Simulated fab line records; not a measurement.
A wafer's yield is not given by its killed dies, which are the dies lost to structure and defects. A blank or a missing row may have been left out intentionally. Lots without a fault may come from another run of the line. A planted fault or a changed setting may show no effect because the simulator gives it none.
Chamber matching -- flow nand_harc -- NHARC_P_GATE_ALD_36 on ald_sin-04 has 4 sister chambers
The step deposits SiNx, target thk 20 nm, pulse time 60 s, ald cycles 223. 8 wafers are shown with their chamber, then 9 later ones without.

## WAFERS PAIRED WITH THEIR CHAMBERS
wafer,chamber,heater_power_w (W),precursor_pulse_height_rel
L077.6,0,869,1.008
L082.4,3,816,1.001
L085.1,2,705,1.027
L085.5,1,957,0.992
L085.6,0,907,1.029
L088.3,1,1001,0.975
L088.1,2,708,1.007
L088.4,3,835,1.001

## WAFERS WITH NO CHAMBER GIVEN
wafer,heater_power_w (W),precursor_pulse_height_rel
L091.1,702,0.966
L091.3,979,0.962
L091.5,700,1.017
L093.3,894,1.030
L093.2,695,1.007
L093.5,828,1.009
L097.2,819,0.994
L097.4,901,1.008
L097.5,822,1.035

## WHICH CHAMBER EACH WENT THROUGH
wafer,from the rows above,in truth
L091.1,2,2
L091.3,1,1
L091.5,2,2
L093.3,0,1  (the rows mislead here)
L093.2,2,2
L093.5,3,3
L097.2,3,3
L097.4,0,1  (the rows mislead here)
L097.5,can't be placed: 3 or 0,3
Correctly placed: 6 of 9. These rows do not allow placing 1 (true chamber among the candidates in 1). 2 placed wrongly.
How it was worked out, from the rows above alone: a wafer's distance from a chamber is the root of the sum, over the readings, of the square of ((its reading less the chamber's mean) divided by the reading's scatter). If the next closest chamber is less than 2 further off than the closest, the wafer can't be placed; otherwise it belongs to the closest. Each chamber's mean is taken over the wafers shown for it. How the scatter is found: for the shown wafers, subtract from each reading the mean of its chamber, square and add these, divide the total by (wafers less chambers), then take the root.
